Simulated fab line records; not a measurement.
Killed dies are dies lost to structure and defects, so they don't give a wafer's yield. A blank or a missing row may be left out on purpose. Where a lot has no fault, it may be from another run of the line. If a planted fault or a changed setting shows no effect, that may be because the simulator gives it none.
Chamber matching | flow n5Finfet | N5_BEOL_M6_ETCH_65 on rieDiel-06: 4 sister chambers
The step etches SiARC in CF4, target depth 15.6 nm, time 26 s. 4 wafers are shown with their chamber, then 9 later ones without.

## WAFERS PAIRED WITH THEIR CHAMBERS
wafer  | chamber | drypumpMotorCurrentA (A)
L082.6 | 3       | 4.9
L088.2 | 2       | 5.9
L088.3 | 1       | 5.7
L088.5 | 0       | 6.8

## WAFERS WITHOUT THEIR CHAMBER
wafer  | drypumpMotorCurrentA (A)
L090.1 | 5.9
L090.3 | 4.9
L090.6 | 6.8
L091.4 | 5.9
L091.5 | 5.7
L091.6 | 6.9
L097.1 | 4.9
L097.4 | 5.9
L097.5 | 5.9

## THE CHAMBER EACH PASSED THROUGH
wafer  | from the rows above | in truth
L090.1 | 2                   | 2
L090.3 | 3                   | 3
L090.6 | 0                   | 0
L091.4 | 2                   | 2
L091.5 | 1                   | 1
L091.6 | 0                   | 0
L097.1 | 3                   | 3
L097.4 | 2                   | 2
L097.5 | 2                   | 2
9 of 9 placed correctly. Not placeable from these rows: 0. Placed wrongly: 0.
How it was worked out, from the rows above alone: a wafer's distance from a chamber is the root of the sum, over the readings, of the square of ((its reading less the chamber's mean) divided by the reading's scatter). The wafer belongs to the nearest chamber; if the next one is less than 2 further off, it can't be placed. Each chamber's mean is taken over the wafers shown for it. The scatter: with one shown wafer a chamber, the root of the mean of the squares of how far each hidden wafer lies from its nearest shown one.
